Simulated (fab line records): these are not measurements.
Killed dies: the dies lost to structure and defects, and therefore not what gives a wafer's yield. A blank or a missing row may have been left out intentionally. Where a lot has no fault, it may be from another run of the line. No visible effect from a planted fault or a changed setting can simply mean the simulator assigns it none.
Which tool did it? + flow n5_finfet + Sampling: 9 lots, 27 wafers, 6 of 1938 route steps

## WHAT THE GAUGES READ, wafer by wafer
N5_ILD0_THK_MEAS_08. Usual: thk_nm reads 139.1 nm (standard deviation 1.1).
| lot  | measured    | on            | thk_nm (nm)       | flag |
|------|-------------|---------------|-------------------|------|
| L612 | day 4 16:29 | film_metro-02 | 137.7 138.8 139.7 |      |
| L615 | day 5 02:47 | film_metro-01 | 140.2 138.3 141.0 |      |
| L618 | day 5 17:48 | film_metro-01 | 138.2 139.1 141.1 |      |
| L619 | day 6 00:28 | film_metro-01 | 138.2 139.1 139.5 |      |
| L620 | day 6 10:16 | film_metro-02 | 136.8 138.5 137.7 |      |
| L623 | day 7 06:27 | film_metro-01 | 140.1 138.2 139.7 |      |
| L624 | day 7 14:42 | film_metro-01 | 139.9 139.6 139.6 |      |
| L626 | day 7 19:44 | film_metro-02 | 137.5 138.3 140.5 |      |
| L629 | day 8 16:15 | film_metro-01 | 139.8 138.7 138.5 |      |

N5_ILD0_THK_MEAS_13. Usual: thk_nm reads 17.9 nm (standard deviation 1.2).
| lot  | measured    | on            | thk_nm (nm)    | flag |
|------|-------------|---------------|----------------|------|
| L612 | day 4 19:42 | film_metro-01 | 17.3 17.6 17.6 |      |
| L615 | day 5 06:05 | film_metro-01 | 20.2 18.8 19.7 |      |
| L618 | day 5 21:01 | film_metro-02 | 24.0 24.0 24.0 | OFF  |
| L619 | day 6 03:40 | film_metro-02 | 24.0 24.0 24.0 | OFF  |
| L620 | day 6 13:29 | film_metro-02 | 24.0 24.2 24.1 | OFF  |
| L623 | day 7 09:41 | film_metro-01 | 15.8 17.0 14.3 |      |
| L624 | day 7 17:55 | film_metro-02 | 18.3 20.3 17.6 |      |
| L626 | day 7 22:57 | film_metro-02 | 18.9 17.6 16.4 |      |
| L629 | day 8 19:37 | film_metro-02 | 16.6 16.0 17.7 |      |

N5_BEOL_M4_RC_MEAS_101. Usual: DIBL_N 36.0 mV/V, standard deviation 1.7; DIBL_P 36.2 mV/V, standard deviation 1.9; IOFF_N 0.154 nA/um, standard deviation 0.028; IOFF_P 0.21 nA/um, standard deviation 0.036; ION_N 675 uA/um, standard deviation 11; ION_P 463 uA/um, standard deviation 8.3; SS_N 71.4 mV/dec, standard deviation 0.63; SS_P 73.2 mV/dec, standard deviation 0.55; VT_N 250.2 mV, standard deviation 3; VT_P -251 mV, standard deviation 3.7.
| lot  | measured     | on        | DIBL_N (mV/V)  | DIBL_P (mV/V)  | IOFF_N (nA/um)    | IOFF_P (nA/um) | ION_N (uA/um) | ION_P (uA/um) | SS_N (mV/dec)  | SS_P (mV/dec)  | VT_N (mV)         | VT_P (mV)      | flag |
|------|--------------|-----------|----------------|----------------|-------------------|----------------|---------------|---------------|----------------|----------------|-------------------|----------------|------|
| L612 | day 11 04:26 | prober-02 | 32.7 35.9 36.7 | 32.2 34.8 36.0 | 0.103 0.140 0.152 | 0.16 0.19 0.20 | 668 672 678   | 463 457 458   | 70.7 70.7 70.6 | 72.2 73.0 73.6 | 255.7 251.5 250.0 | -256 -255 -251 |      |
| L615 | day 12 00:50 | prober-02 | 34.7 35.7 35.7 | 35.6 36.4 36.5 | 0.134 0.155 0.146 | 0.18 0.20 0.19 | 666 679 674   | 460 461 465   | 71.4 71.4 71.2 | 72.7 72.8 72.5 | 252.2 248.9 249.6 | -252 -251 -251 |      |
| L623 | day 14 22:04 | prober-01 | 34.4 36.4 36.0 | 35.3 36.9 36.5 | 0.136 0.170 0.150 | 0.18 0.21 0.20 | 673 685 678   | 459 470 466   | 71.2 71.1 71.1 | 72.1 73.6 72.4 | 250.9 245.4 247.7 | -252 -248 -248 |      |
| L624 | day 13 22:02 | prober-02 | 35.8 36.9 35.5 | 34.7 37.0 34.6 | 0.133 0.160 0.142 | 0.21 0.25 0.22 | 668 669 665   | 463 465 466   | 70.8 71.2 70.7 | 73.0 73.9 72.5 | 252.7 245.8 247.8 | -247 -246 -248 |      |
| L626 | day 14 18:20 | prober-01 | 34.8 32.6 35.5 | 35.1 32.5 35.8 | 0.140 0.105 0.151 | 0.18 0.15 0.20 | 665 658 662   | 452 454 457   | 71.5 70.6 70.9 | 73.5 73.3 73.1 | 250.6 256.1 249.8 | -255 -255 -253 |      |
| L629 | day 15 06:22 | prober-01 | 35.8 36.0 39.1 | 35.9 36.7 38.8 | 0.150 0.158 0.214 | 0.18 0.20 0.23 | 663 665 697   | 453 462 468   | 71.1 71.2 71.9 | 72.5 72.8 73.2 | 251.4 247.5 244.7 | -251 -249 -251 |      |

## WHICH TOOL RAN EACH LOT (tool, then ch and the chambers of the sampled wafers, then the start)
| lot  | N5_SD_EPI_P_ETCH_37               | N5_SD_EPI_P_SD_RECESS_17        | N5_ILD0_CMP_12               |
|------|-----------------------------------|---------------------------------|------------------------------|
| L612 | rie_diel-02 ch 0,3, day 4 09:00   | rie_si-06 ch 0,2,3, day 4 09:35 | cmp-04 ch 1,2,3, day 4 19:31 |
| L615 | rie_diel-02 ch 0,1, day 4 17:32   | rie_si-04 ch 0, day 4 18:07     | cmp-02 ch 2,3, day 5 05:47   |
| L618 | rie_diel-04 ch 1,2,3, day 5 09:37 | rie_si-04 ch 0,2, day 5 10:13   | cmp-02 ch 0,1, day 5 20:43   |
| L619 | rie_diel-04 ch 1,2,3, day 5 17:02 | rie_si-06 ch 0,3, day 5 17:38   | cmp-02 ch 0,1,2, day 6 03:23 |
| L620 | rie_diel-02 ch 0,1, day 6 01:49   | rie_si-06 ch 0,2, day 6 02:25   | cmp-04 ch 0,2, day 6 13:13   |
| L623 | rie_diel-06 ch 0,2,3, day 6 22:01 | rie_si-04 ch 0,2, day 6 22:37   | cmp-02 ch 0,1, day 7 09:23   |
| L624 | rie_diel-04 ch 0,2,3, day 7 06:25 | rie_si-06 ch 1,3, day 7 07:01   | cmp-02 ch 0,2, day 7 17:37   |
| L626 | rie_diel-02 ch 0,2,3, day 7 11:45 | rie_si-06 ch 1,2,3, day 7 12:20 | cmp-04 ch 0,2,3, day 7 22:46 |
| L629 | rie_diel-04 ch 0,1,2, day 8 07:49 | rie_si-06 ch 0,2,3, day 8 08:24 | cmp-02 ch 0,1,3, day 8 19:20 |
- N5_SD_EPI_P_ETCH_37: etches SOC in N2/H2, overetch 108 nm, time 486 s.
- N5_SD_EPI_P_SD_RECESS_17: chemistry HBr/Cl2/O2, target depth 39.1 nm, bt time 3 s.
- N5_ILD0_CMP_12: polishes SiNx, stops on poly-Si, t overpolish 6 s, target thk 17.67 nm.

## WHAT THE TOOLS THEMSELVES READ (means of the sampled wafers that have a number; where no wafer has one, the mark that the record gives instead)
N5_SD_EPI_P_ETCH_37. Usual: drypump_motor_current_A 5.6 A, standard deviation 0.32; h2_flow_sccm 200.0 sccm, standard deviation 0.61; oes_product_au 0.67 a.u., standard deviation 0.06; rf_vpp_V 240.4 V, standard deviation 1.4; showerhead_plenum_p_Torr 2.52 Torr, standard deviation 0.082; throttle_valve_pct 23.89 %, standard deviation 0.25.
| lot  | tool        | drypump_motor_current_A (A) | h2_flow_sccm (sccm) | oes_product_au (a.u.) | rf_vpp_V (V) | showerhead_plenum_p_Torr (Torr) | throttle_valve_pct (%) | flag |
|------|-------------|-----------------------------|---------------------|-----------------------|--------------|---------------------------------|------------------------|------|
| L612 | rie_diel-02 | 5.6                         | 199.5               | 0.66                  | 240.4        | 2.55                            | 24.08                  |      |
| L615 | rie_diel-02 | 5.6                         | 200.2               | 0.66                  | 240.6        | 2.55                            | 23.79                  |      |
| L618 | rie_diel-04 | 5.7                         | 199.8               | 0.64                  | 240.5        | 2.53                            | 24.13                  |      |
| L619 | rie_diel-04 | 5.8                         | 200.2               | 0.64                  | 239.9        | 2.53                            | 24.14                  |      |
| L620 | rie_diel-02 | 5.6                         | 200.1               | 0.65                  | 241.8        | 2.55                            | 23.82                  |      |
| L623 | rie_diel-06 | 5.2                         | 199.8               | 0.70                  | 241.2        | 2.52                            | 23.84                  |      |
| L624 | rie_diel-04 | 5.6                         | 200.4               | 0.72                  | 240.3        | 2.56                            | 23.93                  |      |
| L626 | rie_diel-02 | 5.5                         | 200.2               | 0.64                  | 240.9        | 2.54                            | 23.92                  |      |
| L629 | rie_diel-04 | 5.8                         | 200.0               | 0.71                  | 240.3        | 2.52                            | 24.00                  |      |

N5_SD_EPI_P_SD_RECESS_17. Usual: O2_flow_sccm 12.01 sccm, standard deviation 0.04; drypump_motor_current_A 5.7 A, standard deviation 0.38; oes_product_au 1.003 a.u., standard deviation 0.018; throttle_valve_pct 37.1 %, standard deviation 0.38.
| lot  | tool      | O2_flow_sccm (sccm) | drypump_motor_current_A (A) | oes_product_au (a.u.) | throttle_valve_pct (%) | flag |
|------|-----------|---------------------|-----------------------------|-----------------------|------------------------|------|
| L612 | rie_si-06 | 12.03               | 5.6                         | 0.987                 | 37.4                   |      |
| L615 | rie_si-04 | 12.01               | 5.4                         | 1.013                 | 37.2                   |      |
| L618 | rie_si-04 | 12.03               | 5.4                         | 1.009                 | 37.0                   |      |
| L619 | rie_si-06 | 11.97               | 5.8                         | 0.979                 | 37.4                   |      |
| L620 | rie_si-06 | 12.01               | 5.4                         | 1.008                 | 37.4                   |      |
| L623 | rie_si-04 | 12.03               | 5.5                         | 1.008                 | 36.9                   |      |
| L624 | rie_si-06 | 12.00               | 5.6                         | 1.010                 | 37.3                   |      |
| L626 | rie_si-06 | 11.98               | 5.5                         | 1.006                 | 37.3                   |      |
| L629 | rie_si-06 | 12.00               | 5.6                         | 0.986                 | 37.4                   |      |

N5_ILD0_CMP_12. Usual: edge_zone_pressure_frac 1.000, standard deviation 0.0048; head_pressure_psi 2.500 psi, standard deviation 0.0056; motor_current_A 9.2 A, standard deviation 0.58; overpolish_run_s 5.999 s, standard deviation 0.0087; time_to_endpoint_s 28.9 s, standard deviation 2.5.
| lot  | tool   | edge_zone_pressure_frac | head_pressure_psi (psi) | motor_current_A (A) | overpolish_run_s (s) | time_to_endpoint_s (s) | flag |
|------|--------|-------------------------|-------------------------|---------------------|----------------------|------------------------|------|
| L612 | cmp-04 | 1.000                   | 2.499                   | 9.1                 | 5.993                | 29.9                   |      |
| L615 | cmp-02 | 1.000                   | 2.499                   | 10.0                | 5.999                | 31.7                   |      |
| L618 | cmp-02 | -                       | -                       | -                   | -                    | -                      | OFF  |
| L619 | cmp-02 | -                       | -                       | -                   | -                    | -                      | OFF  |
| L620 | cmp-04 | -                       | -                       | -                   | -                    | -                      | OFF  |
| L623 | cmp-02 | 1.001                   | 2.497                   | 8.7                 | 5.994                | 27.9                   |      |
| L624 | cmp-02 | 0.997                   | 2.499                   | 9.6                 | 5.998                | 29.6                   |      |
| L626 | cmp-04 | 0.997                   | 2.503                   | 8.5                 | 5.996                | 29.8                   |      |
| L629 | cmp-02 | 1.001                   | 2.501                   | 9.1                 | 5.996                | 29.5                   |      |

## THE ANSWER, worked out from the rows above alone
Rule: a lot counts as off when the mean over its wafers that have a number is more than 3 standard deviations away from the usual mean. A lot without any number at a reading at which 4 lots or more have one is off too. All remaining lots with rows at the step are treated as sound. After the gauges, taken in route order, come the tools' own readings; for these a lot's mean is taken, as printed above. At the first step where some lot is off, the reading lying furthest off is the one used; lots without a number count as furthest.
Off: L618, L619, L620 (N5_ILD0_THK_MEAS_13, thk_nm).
A tool fits if, at a process step before that reading, it ran every lot that is off, and no sound lot after the first of them. Not tried: the gauges at N5_ILD0_THK_MEAS_13; whatever is off there is also off at N5_ILD0_CMP_12, on other tools, and gauge error can't account for it. None of those tried fits.

## WHAT WAS PUT IN BY THE SIMULATOR
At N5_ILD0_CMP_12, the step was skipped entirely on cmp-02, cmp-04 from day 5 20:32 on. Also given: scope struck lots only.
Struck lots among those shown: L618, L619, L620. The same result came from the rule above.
